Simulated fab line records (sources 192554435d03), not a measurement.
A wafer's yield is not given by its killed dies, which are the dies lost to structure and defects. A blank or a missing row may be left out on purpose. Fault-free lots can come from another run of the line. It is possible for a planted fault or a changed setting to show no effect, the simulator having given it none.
One fault through the eyes of 2 desks	flow n5-finfet	numbers are kept per desk, each desk with only its own; the story behind them comes last

== THE DEFECT DESK ==
Inspection counts along the route, by lot: the mean over sampled wafers that carry a number. If a lot's mean is further than 4 standard deviations from the usual mean, the lot is out of limits and carries the mark OUT (the distance appears in the brackets).
Columns: A = raw-defect-count at N5_BEOL_M14_INSPECT_55, usual 75
lot	first seen here	A
L703	day 10 18:45	79
L705	day 11 11:20	66
L708	day 11 21:11	63
L711	day 13 02:55	89
L718	day 15 08:35	50
L720	day 15 08:49	60
L721	day 15 18:55	48
L723	day 16 06:31	127
L724	day 16 16:15	54
L726	day 16 23:56	97
This desk's finding: nothing out of limits on any of the 10 lots.

== DESK OF THE TOOL OWNER: rie-diel-04 ==
The tool's own readings at N5_BEOL_M15_ETCH_59 (etches BARC in N2/H2, target depth 89 nm, overetch 26.7 nm, time 67.9 s): means of the sampled wafers that have a number, for each lot that ran on this tool. If a lot's mean is further than 4 standard deviations from the usual mean, the lot is out of limits and carries the mark OUT (the distance appears in the brackets). It has 8 readings, of which 7 appear: the earliest out of limits, and the ones furthest out on some lot.
Columns: A = drypump-motor-current-A at N5_BEOL_M15_ETCH_59, usual 5.8 A; B = n2-flow-sccm at N5_BEOL_M15_ETCH_59, usual 200.1 sccm; C = rf-fwd-power-W at N5_BEOL_M15_ETCH_59, usual 834 W; D = rf-vpp-V at N5_BEOL_M15_ETCH_59, usual 523.1 V; E = run-length-s at N5_BEOL_M15_ETCH_59, usual 91.3 s; F = showerhead-plenum-p-Torr at N5_BEOL_M15_ETCH_59, usual 2.52 Torr; G = throttle-valve-pct at N5_BEOL_M15_ETCH_59, usual 17.9 %
lot	first seen here	A	B	C	D	E	F	G
L705	day 11 12:10	5.2	199.6	835	520.6	91.4	2.44	17.7
L708	day 11 21:53	5.6	199.9	835	522.5	91.3	2.50	18.0
L711	day 13 04:01	5.2	199.9	834	522.3	91.5	2.49	17.7
L718	day 15 09:18	5.8	199.9	838	523.0	103.8 (+39) OUT	2.50	17.6
L720	day 15 09:43	5.2	199.9	834	521.4	97.5 (+20) OUT	2.45	17.6
L721	day 15 19:46	5.2	199.8	838	523.8	95.4 (+13) OUT	2.54	17.7
This desk's finding: out of limits on L718, L720, L721; first on L718, day 15 09:18 (run-length-s at N5_BEOL_M15_ETCH_59). In limits: L705, L708, L711.

== PUT TOGETHER ==
At day 15 09:18, on L718, L720, L721, the tool owner's desk was in a position to raise an alarm.
Nothing out of limits was seen by the defect desk.
The defect desk has L718, L720, L721 on record, within its limits.
All the named lots went through N5_BEOL_M15_ETCH_59 on rie-diel-04.

== WHAT THE SIMULATOR HAD INSERTED ==
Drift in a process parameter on rie-diel-04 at N5_BEOL_M15_ETCH_59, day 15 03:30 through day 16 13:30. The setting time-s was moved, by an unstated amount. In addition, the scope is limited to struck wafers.
Struck lots among those shown: L718, L720, L721.
How many hours passed from the start of the fault until each desk's first out-of-limits reading: the tool owner's desk, 6.
